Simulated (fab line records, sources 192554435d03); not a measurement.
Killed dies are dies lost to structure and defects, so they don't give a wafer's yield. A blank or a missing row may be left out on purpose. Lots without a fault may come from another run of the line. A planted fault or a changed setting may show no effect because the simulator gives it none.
Chamber matching | flow n5_finfet | N5_BEOL_M0_SAQP_SPACER1_ALD_98 on ald_sin-03: 4 sister chambers
The step deposits SiO2, target thk 12.8 nm, pulse time 1 s, purge time 2 s. 8 wafers are shown with their chamber, then 9 later ones without.

WAFERS WITH THEIR CHAMBER
wafer  | chamber | heater_power_w (W) | precursor_pulse_height_rel
L085.1 | 2       | 353                | 1.003
L085.5 | 3       | 509                | 0.990
L086.1 | 3       | 513                | 0.992
L086.2 | 1       | 522                | 0.996
L086.5 | 1       | 519                | 0.974
L087.3 | 0       | 428                | 1.042
L087.4 | 0       | 418                | 1.020
L087.6 | 2       | 354                | 1.015

WAFERS WITHOUT THEIR CHAMBER
wafer  | heater_power_w (W) | precursor_pulse_height_rel
L089.1 | 532                | 1.004
L089.2 | 504                | 1.032
L089.4 | 430                | 0.984
L091.1 | 359                | 0.989
L091.3 | 505                | 0.999
L091.4 | 525                | 1.016
L094.1 | 521                | 0.989
L094.4 | 419                | 0.974
L094.6 | 419                | 1.016

WHICH CHAMBER EACH WENT THROUGH
wafer  | from the rows above     | in truth
L089.1 | 1                       | 1
L089.2 | can't be placed: 3 or 1 | 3
L089.4 | 0                       | 0
L091.1 | 2                       | 2
L091.3 | 3                       | 3
L091.4 | can't be placed: 1 or 3 | 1
L094.1 | 1                       | 1
L094.4 | 0                       | 0
L094.6 | 0                       | 0
Placed correctly: 7 of 9. Can't be placed from these rows: 2 (the true chamber is among the candidates in 2). Placed wrongly: 0.
How it was worked out, from the rows above alone: a wafer's distance from a chamber is the root of the sum, over the readings, of the square of ((its reading less the chamber's mean) divided by the reading's scatter). The wafer belongs to the nearest chamber; if the next one is less than 2 further off, it can't be placed. A chamber's mean is the mean of its shown wafers. The scatter: the root of (the sum of the squares of (reading less its chamber's mean) over the shown wafers, divided by (wafers less chambers)).
